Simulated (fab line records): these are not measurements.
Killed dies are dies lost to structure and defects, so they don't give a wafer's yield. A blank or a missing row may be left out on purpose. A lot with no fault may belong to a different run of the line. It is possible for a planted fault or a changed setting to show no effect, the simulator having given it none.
Matching of chambers + flow nand harc + NHARC_A_CONTACT_ETCH_91 on rie diel-06 has 4 sister chambers
The step etches the open film in CH3F/O2, target depth 40 nm, time 85.7 s. 18 wafers are shown with their chamber, then 9 later ones without.

EACH WAFER AND ITS CHAMBER
| wafer  | chamber | showerhead plenum p Torr (Torr) | rf vpp V (V) | oes product au (a.u.) |
|--------|---------|---------------------------------|--------------|-----------------------|
| L074.1 | 0       | 2.36                            | 242.3        | 1.017                 |
| L074.2 | 3       | 2.37                            | 242.9        | 1.006                 |
| L074.4 | 1       | 2.45                            | 244.2        | 1.000                 |
| L076.1 | 3       | 2.37                            | 242.1        | 0.915                 |
| L076.2 | 2       | 2.61                            | 246.7        | 0.934                 |
| L076.5 | 0       | 2.35                            | 243.2        | 0.933                 |
| L077.2 | 0       | 2.35                            | 242.9        | 0.948                 |
| L077.3 | 2       | 2.61                            | 246.5        | 0.932                 |
| L077.6 | 2       | 2.61                            | 245.5        | 0.931                 |
| L082.1 | 0       | 2.34                            | 244.1        | 1.001                 |
| L082.4 | 1       | 2.43                            | 244.5        | 0.988                 |
| L082.6 | 0       | 2.34                            | 244.6        | 0.998                 |
| L088.4 | 3       | 2.35                            | 243.6        | 0.916                 |
| L088.5 | 3       | 2.35                            | 242.7        | 0.923                 |
| L088.6 | 0       | 2.33                            | 242.3        | 0.937                 |
| L091.3 | 2       | 2.59                            | 244.9        | 1.010                 |
| L091.4 | 1       | 2.42                            | 243.0        | 1.007                 |
| L091.6 | 3       | 2.35                            | 244.3        | 1.002                 |

SIGNATURES (means of the wafers above)
| reading                  | chamber 0 | chamber 1 | chamber 2 | chamber 3 | scatter within a chamber |
|--------------------------|-----------|-----------|-----------|-----------|--------------------------|
| showerhead plenum p Torr | 2.3450    | 2.4333    | 2.6050    | 2.3580    | 0.0113                   |
| rf vpp V                 | 243.233   | 243.900   | 245.900   | 243.120   | 0.878                    |
| oes product au           | 0.97233   | 0.99833   | 0.95175   | 0.95240   | 0.0383                   |
Rule: a wafer's distance from a chamber is the root of the sum, over the readings, of the square of ((its reading less the chamber's mean) divided by the reading's scatter). If the next closest chamber is less than 2 further off than the closest, the wafer can't be placed; otherwise it belongs to the closest. How the scatter is found: for the shown wafers, subtract from each reading the mean of its chamber, square and add these, divide the total by (wafers less chambers), then take the root.

WAFERS WHOSE CHAMBER IS MISSING
| wafer  | showerhead plenum p Torr (Torr) | rf vpp V (V) | oes product au (a.u.) |
|--------|---------------------------------|--------------|-----------------------|
| L093.1 | 2.59                            | 245.7        | 0.935                 |
| L093.2 | 2.35                            | 243.8        | 0.930                 |
| L093.3 | 2.42                            | 242.8        | 0.938                 |
| L092.1 | 2.35                            | 243.5        | 0.918                 |
| L092.2 | 2.33                            | 242.5        | 0.931                 |
| L092.3 | 2.42                            | 243.8        | 0.941                 |
| L096.1 | 2.58                            | 244.1        | 0.942                 |
| L096.2 | 2.41                            | 244.5        | 0.927                 |
| L096.6 | 2.58                            | 245.2        | 0.938                 |

WHICH CHAMBER EACH ONE RAN IN
| wafer  | from the rows above     | in truth |
|--------|-------------------------|----------|
| L093.1 | 2                       | 2        |
| L093.2 | can't be placed: 3 or 0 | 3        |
| L093.3 | 1                       | 1        |
| L092.1 | can't be placed: 3 or 0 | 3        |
| L092.2 | can't be placed: 0 or 3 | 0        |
| L092.3 | 1                       | 1        |
| L096.1 | 2                       | 2        |
| L096.2 | 1                       | 1        |
| L096.6 | 2                       | 2        |
Correctly placed: 6 of 9. These rows do not allow placing 3 (true chamber among the candidates in 3). Placed wrongly: 0.
